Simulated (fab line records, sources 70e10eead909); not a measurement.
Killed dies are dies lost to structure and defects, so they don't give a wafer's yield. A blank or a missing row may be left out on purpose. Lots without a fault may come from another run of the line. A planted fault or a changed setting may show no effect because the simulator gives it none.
A struck lot beside a sound one | flow nand_harc | 13 steps out of a route of 1159
Sound: wafers L611.1, L611.2, L611.3. Struck: wafer L622.4. (L622.3, L622.6 of the same lot were not struck and are left out.) The cause comes at the end.
At each step with rows: each side's tool, then ch and its chambers, then its first start. Under that, the readings that differ: sound wafers | struck wafers | difference of the means | sigmas: that difference in standard deviations of wafers without a fault.
alike: readings whose means differ by less than 2 such deviations, and words and numbers that are the same on both sides. not compared: withheld readings, readings that some wafer has no value for, bounds like >300 that may hide the same value, and numbers for which the record gives no deviation and whose values overlap.
The two part at a step that has a row with sigmas, a row that says differs or no value, or rows on one side only. Numbers that don't overlap but have no deviation are shown without sigmas and don't part them. A reading that every wafer of one side lacks parts them only if that side has two wafers or more.

NHARC_A_SLIT_ETCH_29: etches the open film in CF4/O2, target depth 100 nm, overetch 10 nm, time 55 s.
  sound on rie_diel-01 ch 0,1,2, day 15 04:50; struck on rie_diel-01 ch 3, day 18 01:37
  reading                | sound | struck | difference | sigmas
  rf_hours_counter_h (h) | 1 1 1 | 2      | +1         |
  alike: cf4_flow_sccm, drypump_motor_current_A, mfc_ar_sccm, oes_product_au, rf_vpp_V, showerhead_plenum_p_Torr, throttle_valve_pct
NHARC_A_SLIT_STRIP_18: strips in O2.
  sound on rie_diel-01 ch 0,1,2; struck on rie_diel-01 ch 1
  reading                | sound | struck | difference | sigmas
  rf_hours_counter_h (h) | 1 1 1 | 4      | +3         |
  alike: drypump_motor_current_A, mfc_ar_sccm, oes_product_au, rf_vpp_V, showerhead_plenum_p_Torr, throttle_valve_pct
then, 2 steps without rows for these wafers: NHARC_A_SLIT_PRECLEAN_19 (cleans in SC1); NHARC_A_SLIT_SRD_20.
NHARC_A_SLIT_CD_MEAS_21:
  sound on cd_sem-02, day 15 05:26; struck on cd_sem-01, day 18 02:10
  alike: cd_nm
then, 3 steps without rows for these wafers: NHARC_A_SIN_REMOVE_WET_00 (chemistry H3PO4, time 15300 s); NHARC_A_SIN_REMOVE_PRECLEAN_01 (cleans in SC1); NHARC_A_SIN_REMOVE_SRD_02.
NHARC_A_SIN_REMOVE_INSPECT_04:
  sound on defect_inspect-01, day 15 11:22; struck on defect_inspect-02, day 19 11:48
  alike: raw_defect_count
NHARC_A_WL_FILL_ALD_00: deposits Al2O3, target thk 3 nm, pulse time 3 s, ald cycles 30.
  sound on ald_hk-02 ch 0,2,3, day 15 11:35; struck on ald_hk-04 ch 3, day 19 12:01
  alike: heater_power_w, precursor_pulse_height_rel
  not compared: ald_cycles
NHARC_A_WL_FILL_RTA_01: time 5 s.
  sound on rtp_anneal-01 ch 0, day 15 11:52; struck on rtp_anneal-01 ch 0, day 19 12:29
  alike: lamp_power_pct, lamp_zone_3_pct, wafer_temp_C_max
NHARC_A_WL_FILL_ALD_02: deposits TiN, target thk 2 nm, pulse time 3 s, ald cycles 100.
  sound on ald_metal-04 ch 1,2,3, day 15 12:07; struck on ald_metal-04 ch 2, day 19 12:38
  reading    | sound       | struck | difference | sigmas
  ald_cycles | 100 100 100 | 67     | -33        |
  alike: heater_power_w, precursor_pulse_height_rel
-- the record jumps here: 7 days lie between the struck wafers' starts before and after (it left off in module A_WL_FILL and takes up again in module END, whose first step shown is number 1159 of the route) --
NHARC_END_SORT_01:
  sound on prober-01 ch 0, day 21 21:18; struck on prober-01 ch 0, day 26 11:43
  reading      | sound | struck | difference | sigmas
  killed_short | 4 5 2 | 1      | -3         | -2
  alike: killed_at_array, killed_at_other, killed_at_periphery, killed_dies, killed_open

WHERE THEY PART
Only at NHARC_END_SORT_01, within this record.

WHY: what the simulator had put in
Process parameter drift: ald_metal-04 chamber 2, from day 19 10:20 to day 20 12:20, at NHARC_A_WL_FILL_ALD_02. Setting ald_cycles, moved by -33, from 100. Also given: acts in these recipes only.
